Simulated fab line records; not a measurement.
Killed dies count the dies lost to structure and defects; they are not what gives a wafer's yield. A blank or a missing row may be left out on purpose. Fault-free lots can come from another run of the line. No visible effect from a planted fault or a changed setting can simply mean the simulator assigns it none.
Matching of chambers :: flow nand harc :: NHARC_A_CHANNEL_FILL_D1_CMP_10 on cmp-01 has 4 sister chambers
The step polishes, target thk 150 nm. 16 wafers are shown with their chamber, then 8 later ones without.

## WAFERS, EACH WITH ITS CHAMBER
wafer: L074.1
chamber: 3
motor current A (A): 11.8
time to endpoint s (s): 11
slurry filter dp kPa (kPa): 13.50

wafer: L074.5
chamber: 1
motor current A (A): 10.9
time to endpoint s (s): 19
slurry filter dp kPa (kPa): 13.62

wafer: L074.6
chamber: 2
motor current A (A): 14.1
time to endpoint s (s): 14
slurry filter dp kPa (kPa): 13.40

wafer: L077.3
chamber: 3
motor current A (A): 12.3
time to endpoint s (s): 12
slurry filter dp kPa (kPa): 13.41

wafer: L077.4
chamber: 1
motor current A (A): 11.4
time to endpoint s (s): 18
slurry filter dp kPa (kPa): 13.65

wafer: L077.6
chamber: 0
motor current A (A): 13.2
time to endpoint s (s): 12
slurry filter dp kPa (kPa): 13.36

wafer: L076.3
chamber: 0
motor current A (A): 13.8
time to endpoint s (s): 13
slurry filter dp kPa (kPa): 13.54

wafer: L076.4
chamber: 3
motor current A (A): 11.6
time to endpoint s (s): 9
slurry filter dp kPa (kPa): 13.73

wafer: L076.5
chamber: 3
motor current A (A): 12.1
time to endpoint s (s): 12
slurry filter dp kPa (kPa): 13.63

wafer: L084.4
chamber: 1
motor current A (A): 11.2
time to endpoint s (s): 13
slurry filter dp kPa (kPa): 13.43

wafer: L084.5
chamber: 3
motor current A (A): 12.1
time to endpoint s (s): 8
slurry filter dp kPa (kPa): 13.42

wafer: L084.6
chamber: 2
motor current A (A): 13.8
time to endpoint s (s): 14
slurry filter dp kPa (kPa): 13.36

wafer: L085.2
chamber: 3
motor current A (A): 12.0
time to endpoint s (s): 10
slurry filter dp kPa (kPa): 13.45

wafer: L085.3
chamber: 1
motor current A (A): 11.1
time to endpoint s (s): 15
slurry filter dp kPa (kPa): 13.53

wafer: L085.5
chamber: 2
motor current A (A): 13.7
time to endpoint s (s): 14
slurry filter dp kPa (kPa): 13.45

wafer: L091.1
chamber: 2
motor current A (A): 14.4
time to endpoint s (s): 14
slurry filter dp kPa (kPa): 13.15

SIGNATURES, as means of the wafers listed above
reading: motor current A
chamber 0: 13.500
chamber 1: 11.150
chamber 2: 14.000
chamber 3: 11.983
scatter within a chamber: 0.277

reading: time to endpoint s
chamber 0: 12.50
chamber 1: 16.25
chamber 2: 14.00
chamber 3: 10.33
scatter within a chamber: 1.75

reading: slurry filter dp kPa
chamber 0: 13.4500
chamber 1: 13.5575
chamber 2: 13.3400
chamber 3: 13.5233
scatter within a chamber: 0.123
Rule: for a wafer and a chamber, the distance is found by dividing, reading by reading, the gap between the wafer's reading and the chamber's mean by the reading's scatter, squaring, summing and taking the root. The wafer belongs to the nearest chamber; if the next one is less than 2 further off, it can't be placed. The scatter is the square root of a quotient: the sum, over the shown wafers, of each reading's squared deviation from its chamber's mean, divided by wafers minus chambers.

## WAFERS WITH NO CHAMBER GIVEN
wafer: L091.4
motor current A (A): 13.1
time to endpoint s (s): 12
slurry filter dp kPa (kPa): 13.43

wafer: L091.6
motor current A (A): 11.2
time to endpoint s (s): 17
slurry filter dp kPa (kPa): 13.52

wafer: L094.1
motor current A (A): 11.8
time to endpoint s (s): 18
slurry filter dp kPa (kPa): 13.43

wafer: L094.3
motor current A (A): 11.2
time to endpoint s (s): 14
slurry filter dp kPa (kPa): 13.33

wafer: L094.4
motor current A (A): 13.4
time to endpoint s (s): 14
slurry filter dp kPa (kPa): 13.28

wafer: L096.1
motor current A (A): 13.7
time to endpoint s (s): 15
slurry filter dp kPa (kPa): 13.69

wafer: L096.2
motor current A (A): 11.8
time to endpoint s (s): 19
slurry filter dp kPa (kPa): 13.83

wafer: L096.5
motor current A (A): 13.5
time to endpoint s (s): 17
slurry filter dp kPa (kPa): 13.04

## WHICH CHAMBER EACH WENT THROUGH
wafer: L091.4
from the rows above: 0
in truth: 0

wafer: L091.6
from the rows above: 1
in truth: 1

wafer: L094.1
from the rows above: can't be placed: 1 or 3
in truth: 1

wafer: L094.3
from the rows above: can't be placed: 1 or 3
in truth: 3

wafer: L094.4
from the rows above: can't be placed: 0 or 2
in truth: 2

wafer: L096.1
from the rows above: can't be placed: 0 or 2
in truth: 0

wafer: L096.2
from the rows above: 1
in truth: 1

wafer: L096.5
from the rows above: can't be placed: 2 or 0
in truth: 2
Placed correctly: 3 of 8. Cannot be placed on the basis of these rows: 5; the candidates contain the true chamber in 5. Placed wrongly: 0.
